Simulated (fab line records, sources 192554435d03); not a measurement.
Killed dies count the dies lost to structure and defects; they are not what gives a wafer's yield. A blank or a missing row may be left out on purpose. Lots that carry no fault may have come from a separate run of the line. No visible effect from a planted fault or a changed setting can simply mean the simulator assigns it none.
Chamber matching	flow n5-finfet	N5_BEOL_M0_SAQP_ALD_48 on ald-sin-02: 4 sister chambers
The step deposits SiO2, target thk 20 nm, pulse time 1 s, co reactant pulse time 1 s. 4 wafers are shown with their chamber, then 12 later ones without.

## WAFERS, EACH WITH ITS CHAMBER
wafer	chamber	heater-power-w (W)
L082.4	3	75
L085.1	0	82
L085.2	1	68
L085.3	2	77

## WAFERS WITH NO CHAMBER GIVEN
wafer	heater-power-w (W)
L085.4	77
L085.5	85
L085.6	70
L088.1	82
L088.2	78
L088.5	79
L089.1	78
L089.2	70
L089.4	84
L094.3	77
L094.4	81
L094.5	79

## THE CHAMBER EACH PASSED THROUGH
wafer	from the rows above	in truth
L085.4	can't be placed: 2 or 3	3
L085.5	0	0
L085.6	can't be placed: 1 or 3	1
L088.1	0	0
L088.2	can't be placed: 2 or 3 or 0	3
L088.5	can't be placed: 2 or 0 or 3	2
L089.1	can't be placed: 2 or 3 or 0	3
L089.2	can't be placed: 1 or 3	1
L089.4	0	0
L094.3	can't be placed: 2 or 3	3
L094.4	can't be placed: 0 or 2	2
L094.5	can't be placed: 2 or 0 or 3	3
Placed correctly: 3 of 12. Can't be placed from these rows: 9 (the true chamber is among the candidates in 9). Placed wrongly: 0.
How it was worked out, from the rows above alone: a wafer's distance from a chamber is the root of the sum, over the readings, of the square of ((its reading less the chamber's mean) divided by the reading's scatter). If the next closest chamber is less than 2 further off than the closest, the wafer can't be placed; otherwise it belongs to the closest. The mean given for a chamber averages the wafers shown for that chamber. The scatter: root of mean squared gap, hidden wafer to nearest shown wafer, with one shown wafer a chamber.
